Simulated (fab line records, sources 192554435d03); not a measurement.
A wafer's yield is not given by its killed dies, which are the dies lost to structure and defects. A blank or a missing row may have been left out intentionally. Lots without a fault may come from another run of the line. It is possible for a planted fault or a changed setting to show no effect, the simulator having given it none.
Matching of chambers	flow n5-finfet	N5_BEOL_M10_CURE_71 on uv-cure-02: 3 sister chambers
The step cures SiCOH lowk, time 240 s. 6 wafers are shown with their chamber, then 12 later ones without.

== WAFERS WITH THEIR CHAMBER ==
wafer	chamber	wafer_temp_C_max	lamp-power-pct (%)
L081.4	2	386.8	52.40
L081.5	2	386.8	52.36
L088.5	1	387.4	52.30
L088.6	1	386.8	52.35
L092.4	0	386.6	52.32
L092.6	0	386.7	52.33

== WAFERS MISSING THEIR CHAMBER ==
wafer	wafer_temp_C_max	lamp-power-pct (%)
L091.1	386.9	52.27
L091.2	386.3	52.37
L091.3	386.7	52.30
L094.1	385.8	52.34
L094.5	388.5	52.32
L094.6	386.8	52.32
L095.3	386.0	52.28
L095.5	386.2	52.25
L095.6	386.9	52.36
L096.1	386.7	52.41
L096.2	387.6	52.25
L096.4	386.8	52.37

== WHICH CHAMBER EACH ONE RAN IN ==
wafer	from the rows above	in truth
L091.1	can't be placed: 1 or 0 or 2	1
L091.2	can't be placed: 2 or 0 or 1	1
L091.3	can't be placed: 0 or 1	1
L094.1	can't be placed: 0 or 2 or 1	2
L094.5	can't be placed: 1 or 2 or 0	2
L094.6	can't be placed: 0 or 1 or 2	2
L095.3	can't be placed: 0 or 1 or 2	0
L095.5	can't be placed: 0 or 1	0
L095.6	can't be placed: 2 or 1 or 0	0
L096.1	2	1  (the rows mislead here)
L096.2	can't be placed: 1 or 0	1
L096.4	can't be placed: 2 or 0 or 1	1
Correctly placed: 0 of 12. Cannot be placed on the basis of these rows: 11; the candidates contain the true chamber in 11. Wrongly placed: 1.
How it was worked out, from the rows above alone: a wafer's distance from a chamber is the root of the sum, over the readings, of the square of ((its reading less the chamber's mean) divided by the reading's scatter). The wafer belongs to the nearest chamber; if the next one is less than 2 further off, it can't be placed. Each chamber's mean is taken over the wafers shown for it. How the scatter is found: for the shown wafers, subtract from each reading the mean of its chamber, square and add these, divide the total by (wafers less chambers), then take the root.
